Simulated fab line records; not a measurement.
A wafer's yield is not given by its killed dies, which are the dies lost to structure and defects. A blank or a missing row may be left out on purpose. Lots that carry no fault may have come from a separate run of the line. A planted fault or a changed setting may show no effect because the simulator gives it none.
Split-lot experiment ; flow n5_finfet ; 39 wafers read from 7 lots, route of 1938 steps

## THE SPLIT
At N5_DUMMY_GATE_ETCH_37 (etches SOC in N2/H2, target depth 60 nm, overetch 30 nm), the setting source_w was moved away from the recipe's 840 W on 12 of the 39 wafers read, by -16.7% to +19.0%. For the rest of the wafers, this setting stayed at what the recipe calls for.

The split's own step is where the reading is taken.

## THE READING
rf_vpp_V, in V, at N5_DUMMY_GATE_ETCH_37 (etches SOC in N2/H2, target depth 60 nm, overetch 30 nm). A value of 524.6 V with a standard deviation of 2.3 V is what fault-free wafers of this fab line usually give.

wafer;tool, chamber at the split;source_w as run, W;against the recipe;rf_vpp_V, V;against lot-mates on the recipe
L075.1;rie_diel-02, 0;840;recipe;524.9;-
L075.2;rie_diel-02, 2;840;recipe;527.1;-
L075.3;rie_diel-02, 2;840;recipe;525.3;-
L075.4;rie_diel-02, 0;840;recipe;525.7;-
L075.5;rie_diel-02, 2;840;recipe;525.1;-
L075.6;rie_diel-02, 0;840;recipe;523.9;-
L076.1;rie_diel-05, 3;999.9;+19.0%;498.2;-28.2
L076.2;rie_diel-05, 0;840;recipe;527.8;-
L076.3;rie_diel-05, 1;840;recipe;523.9;-
L076.4;rie_diel-05, 1;999.9;+19.0%;495.6;-30.8
L076.5;rie_diel-05, 3;840;recipe;527.6;-
L076.6;rie_diel-05, 0;999.9;+19.0%;496.0;-30.4
L082.1;rie_diel-05, 3;840;recipe;526.7;-
L082.2;rie_diel-05, 0;895.6;+6.6%;515.0;-9.5
L082.3;rie_diel-05, 2;840;recipe;522.7;-
L082.4;rie_diel-05, 1;895.6;+6.6%;514.4;-10.1
L082.5;rie_diel-05, 0;895.6;+6.6%;515.3;-9.2
L082.6;rie_diel-05, 1;840;recipe;524.0;-
L084.2;rie_diel-05, 2;840;recipe;522.4;-
L084.5;rie_diel-05, 0;840;recipe;526.5;-
L084.6;rie_diel-05, 1;840;recipe;524.9;-
L085.1;rie_diel-05, 0;840;recipe;525.8;-
L085.2;rie_diel-05, 2;840;recipe;522.6;-
L085.3;rie_diel-05, 1;840;recipe;523.9;-
L085.4;rie_diel-05, 3;699.9;-16.7%;560.7;+36.6
L085.5;rie_diel-05, 1;699.9;-16.7%;557.2;+33.1
L085.6;rie_diel-05, 0;699.9;-16.7%;559.9;+35.8
L090.1;rie_diel-02, 1;840;recipe;528.0;-
L090.2;rie_diel-02, 0;840;recipe;525.9;-
L090.3;rie_diel-02, 2;774.5;-7.8%;539.8;+13.3
L090.4;rie_diel-02, 3;774.5;-7.8%;537.8;+11.3
L090.5;rie_diel-02, 3;774.5;-7.8%;536.9;+10.4
L090.6;rie_diel-02, 2;840;recipe;525.6;-
L097.1;rie_diel-06, 3;840;recipe;520.5;-
L097.2;rie_diel-06, 0;840;recipe;523.9;-
L097.3;rie_diel-06, 2;840;recipe;522.8;-
L097.4;rie_diel-06, 1;840;recipe;522.5;-
L097.5;rie_diel-06, 3;840;recipe;519.8;-
L097.6;rie_diel-06, 0;840;recipe;523.9;-

FIT RESULTS
A straight line over all 39 wafers: rf_vpp_V changes by -1.72 V for each +1% of source_w; r = -0.98; the points scatter about the line by 2.7 V.
The same after taking each lot's own level away (the mean of its wafers on the recipe; 39 wafers): -1.76 V for each +1%; r = -0.98; scatter 2.4 V.
According to that fit, moving source_w by its largest amount changes the reading by 33 V.
Measured against the standard deviation above, the lots' own levels, which go from 522.23 to 526.50 V, span 1.9 times it.
The two slopes are in agreement: the lot-to-lot level therefore moves the slope only a little.
Check: -33.8 V against its lot-mates is what the line predicts for one of the wafers moved furthest among these (+19.0%) when that wafer is left out of the fit. Against them it came out at -28.2 V.
Tool readings at the split's step, against how far the setting was moved: rf_vpp_V r = -0.98.

## OTHER SPLITS APPLIED TO THESE WAFERS
These wafers also went through other splits before the reading. Each is held against what the fit with the lots' levels taken away leaves over:
other split on the same wafers;wafers away from the commonest value;r with rf_vpp_V (lot level and that fit taken away)
N5_WELL_APT_EXPOSE_22 dose_mj;18;+0.06
N5_FIN_SAQP_ALD_61 temp_c;9;+0.21
N5_FIN_CUT_CUT_ETCH_15 target_depth_a;15;-0.14

## THE WHOLE CHAIN: every reading that the file lists as answering this split, in the file's order
step;what it does;reading;change (the file's fit);r (the file's)
N5_DUMMY_GATE_ETCH_37;etches SOC in N2/H2, target depth 60 nm, overetch 30 nm;rf_vpp_V;-1.76 V for each +1% of the setting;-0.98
N5_DUMMY_GATE_ETCH_37;etches SOC in N2/H2, target depth 60 nm, overetch 30 nm;SiARC_of_DUMMY_GATE_COAT_35.thk_nm (the simulator's own value, which no gauge read);-0.0257 nm for each +1% of the setting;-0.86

## THE FILE'S OWN FIT
rf_vpp_V changes by -1.76 V for each +1% of source_w, r = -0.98.
